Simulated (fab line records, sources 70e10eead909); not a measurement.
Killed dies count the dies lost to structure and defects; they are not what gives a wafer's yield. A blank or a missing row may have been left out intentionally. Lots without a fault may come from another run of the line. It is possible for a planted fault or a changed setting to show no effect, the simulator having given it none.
What tool caused it? ; flow nandHarc ; 13 lots with 39 wafers sampled at 5 steps, on a route of 1302 steps

## WHAT THE GAUGES READ, wafer by wafer
NHARC_A_SIN_REMOVE_INSPECT_04. Usual: 397 for rawDefectCount, sd 84.
lot;measured;on;rawDefectCount;flag
L137;day 20 21:38;defectInspect-02;276 262 345;
L138;day 21 02:04;defectInspect-02;460 456 431;
L136;day 21 02:04;defectInspect-01;452 470 555;
L139;day 21 09:53;defectInspect-01;370 389 429;
L140;day 21 09:52;defectInspect-02;336 595 451;
L141;day 22 07:33;defectInspect-01;367 387 325;
L146;day 23 21:52;defectInspect-02;317 279 211;
L145;day 24 03:41;defectInspect-02;352 399 407;
L153;day 26 22:00;defectInspect-02;517 471 414;
L154;day 27 05:38;defectInspect-02;469 371 488;
L156;day 27 19:08;defectInspect-02;334 325 396;
L159;day 29 09:37;defectInspect-01;362 381 367;
L157;day 30 03:08;defectInspect-02;352 352 343;

NHARC_END_SORT_01. Usual: killedAtArray 41, standard deviation 10; killedAtOther 0.8, standard deviation 0.91; killedAtPeriphery 4.2, standard deviation 2.9; killedDies 46, standard deviation 10; killedOpen 3.5, standard deviation 2.1; killedShort 2.5, standard deviation 1.6.
lot;measured;on;killedAtArray;killedAtOther;killedAtPeriphery;killedDies;killedOpen;killedShort;flag
L137;day 25 02:41;prober-01;43 42 42;0 1 2;3 1 4;46 44 48;3 2 0;1 2 4;
L138;day 25 09:38;prober-02;48 37 47;1 0 1;5 3 4;54 40 52;8 4 5;0 2 2;
L136;day 25 11:20;prober-01;51 35 39;2 1 0;4 4 5;57 40 44;3 4 3;2 6 2;
L139;day 25 02:41;prober-02;52 52 58;1 1 1;3 0 2;56 53 61;4 4 6;6 3 3;
L140;day 25 17:22;prober-02;32 34 34;0 1 0;9 9 8;41 44 42;4 3 2;2 1 4;
L141;day 26 04:28;prober-02;44 40 53;0 0 4;0 5 2;44 45 59;0 6 3;1 3 5;
L146;day 28 00:59;prober-02;22 24 20;2 1 0;7 9 12;31 34 32;3 3 4;4 5 2;
L145;day 28 08:50;prober-02;58 53 58;0 2 0;6 8 6;64 63 64;2 9 3;3 0 4;
L153;day 31 00:32;prober-01;34 37 31;2 1 2;8 7 6;44 45 39;3 3 1;2 1 2;
L154;day 31 09:58;prober-01;52 55 47;1 1 0;8 6 2;61 62 49;5 1 4;3 5 1;
L156;day 31 19:32;prober-02;44 38 31;0 1 0;1 6 7;45 45 38;2 6 1;2 3 5;
L159;day 34 00:18;prober-02;41 41 33;0 0 1;2 4 5;43 45 39;2 2 8;0 2 1;
L157;day 34 12:41;prober-01;37 38 40;1 2 1;7 9 10;45 49 51;2 2 2;1 3 2;

## TOOL THAT RAN EACH LOT (tool first, then ch and the chambers of the sampled wafers, then the start)
lot;NHARC_A_SLIT_ETCH_26;NHARC_A_WL_FILL_RTA_01;NHARC_A_WL_FILL_ALD_02
L137;harEtch-02 ch 0,1, day 20 13:37;rtpAnneal-02 ch 0, day 20 22:23;aldMetal-03 ch 1,2,3, day 20 22:34
L138;harEtch-01 ch 0,1, day 20 17:52;rtpAnneal-01 ch 0, day 21 02:23;aldMetal-02 ch 0,3, day 21 02:37
L136;harEtch-02 ch 0,1, day 20 18:02;rtpAnneal-01 ch 0, day 21 02:37;aldMetal-03 ch 0,1,2, day 21 02:47
L139;harEtch-01 ch 0,1, day 21 01:50;rtpAnneal-02 ch 0, day 21 10:22;aldMetal-02 ch 2,3, day 21 10:34
L140;harEtch-02 ch 0,1, day 21 01:55;rtpAnneal-01 ch 0, day 21 10:13;aldMetal-04 ch 1,2,3, day 21 10:25
L141;harEtch-01 ch 0,1, day 21 23:01;rtpAnneal-01 ch 0, day 22 07:56;aldMetal-03 ch 0,1,3, day 22 08:14
L146;harEtch-02 ch 0,1, day 23 13:47;rtpAnneal-01 ch 0, day 23 22:11;aldMetal-02 ch 0,1,2, day 23 22:25
L145;harEtch-01 ch 0,1, day 23 19:37;rtpAnneal-01 ch 0, day 24 04:02;aldMetal-04 ch 0,2,3, day 24 04:14
L153;harEtch-01 ch 0,1, day 26 13:56;rtpAnneal-01 ch 0, day 26 22:26;aldMetal-04 ch 0,1,2, day 26 22:39
L154;harEtch-01 ch 0,1, day 26 21:40;rtpAnneal-01 ch 0, day 27 06:49;aldMetal-04 ch 0,1,2, day 27 07:03
L156;harEtch-02 ch 0,1, day 27 11:04;rtpAnneal-01 ch 0, day 27 19:28;aldMetal-02 ch 1,2,3, day 27 19:43
L159;harEtch-01 ch 0,1, day 29 01:35;rtpAnneal-02 ch 0, day 29 09:56;aldMetal-04 ch 0,1,2, day 29 10:13
L157;harEtch-01 ch 0,1, day 29 19:08;rtpAnneal-02 ch 0, day 30 03:32;aldMetal-02 ch 1,3, day 30 03:44
- NHARC_A_SLIT_ETCH_26: etches the open film in C4F8/O2/Ar, time 90 s, target depth 400 nm.
- NHARC_A_WL_FILL_RTA_01: time 5 s.
- NHARC_A_WL_FILL_ALD_02: deposits TiN, target thk 2 nm, pulse time 3 s, ald cycles 100.

## AS READ BY THE TOOLS THEMSELVES (means over the sampled wafers that have a number; for cases with no such wafer, the mark the record gives instead)
NHARC_A_SLIT_ETCH_26. Usual: drypumpMotorCurrentA 5.6 A, standard deviation 0.52; showerheadPlenumPTorr 3.75 Torr, standard deviation 0.23; throttleValvePct 27.621 %, standard deviation 0.0082.
lot;tool;drypumpMotorCurrentA (A);showerheadPlenumPTorr (Torr);throttleValvePct (%);flag
L137;harEtch-02;5.6;3.95;27.621;
L138;harEtch-01;5.9;3.50;27.625;
L136;harEtch-02;5.7;3.95;27.624;
L139;harEtch-01;5.8;3.50;27.616;
L140;harEtch-02;5.7;3.95;27.620;
L141;harEtch-01;5.4;3.47;27.617;
L146;harEtch-02;5.6;3.93;27.616;
L145;harEtch-01;5.4;3.45;27.621;
L153;harEtch-01;5.8;3.65;27.617;
L154;harEtch-01;5.4;3.81;27.612;
L156;harEtch-02;5.6;3.90;27.617;
L159;harEtch-01;5.4;3.79;27.621;
L157;harEtch-01;5.4;3.79;27.631;

NHARC_A_WL_FILL_RTA_01. Usual: lampPowerPct 35.44 %, standard deviation 0.042; lamp_zone_5_pct 35.44 %, standard deviation 0.041; wafer_temp_C_max 1004.5, standard deviation 0.85.
lot;tool;lampPowerPct (%);lamp_zone_5_pct (%);wafer_temp_C_max;flag
L137;rtpAnneal-02;35.48;35.46;1005.4;
L138;rtpAnneal-01;35.45;35.47;1004.5;
L136;rtpAnneal-01;35.45;35.49;1004.0;
L139;rtpAnneal-02;35.43;35.41;1004.6;
L140;rtpAnneal-01;35.39;35.44;1003.8;
L141;rtpAnneal-01;35.44;35.46;1004.6;
L146;rtpAnneal-01;35.37;35.41;1004.3;
L145;rtpAnneal-01;35.42;35.42;1004.1;
L153;rtpAnneal-01;35.46;35.45;1004.3;
L154;rtpAnneal-01;35.46;35.43;1004.4;
L156;rtpAnneal-01;35.45;35.42;1004.2;
L159;rtpAnneal-02;35.43;35.41;1005.0;
L157;rtpAnneal-02;35.48;35.49;1004.5;

NHARC_A_WL_FILL_ALD_02. Usual: heaterPowerW 1107 W, standard deviation 110; precursorPulseHeightRel 0.999, standard deviation 0.02.
lot;tool;heaterPowerW (W);precursorPulseHeightRel;flag
L137;aldMetal-03;1064;1.007;
L138;aldMetal-02;1018;1.011;
L136;aldMetal-03;1063;0.986;
L139;aldMetal-02;1074;0.987;
L140;aldMetal-04;1087;1.001;
L141;aldMetal-03;1093;1.012;
L146;aldMetal-02;1139;0.986;
L145;aldMetal-04;1180;1.013;
L153;aldMetal-04;1098;1.007;
L154;aldMetal-04;1091;0.989;
L156;aldMetal-02;1139;1.010;
L159;aldMetal-04;1077;1.007;
L157;aldMetal-02;1108;1.006;

## THE ANSWER, worked out from the rows above alone
Rule: a lot is off if the mean of its wafers that have a number lies more than 3 standard deviations from the usual mean. A lot without any number at a reading at which 4 lots or more have one is off too. The other lots that the step has rows for count as sound. Order of review: gauges by route order, followed by the tools' own readings, for which a lot's mean as printed above is used. The first step at which some lot is off is used, and at that step the reading that is off furthest; a lot without a number counts as furthest.
No lot is off on any of the readings shown, so nothing can be concluded from this.

## WHAT THE SIMULATOR PUT IN
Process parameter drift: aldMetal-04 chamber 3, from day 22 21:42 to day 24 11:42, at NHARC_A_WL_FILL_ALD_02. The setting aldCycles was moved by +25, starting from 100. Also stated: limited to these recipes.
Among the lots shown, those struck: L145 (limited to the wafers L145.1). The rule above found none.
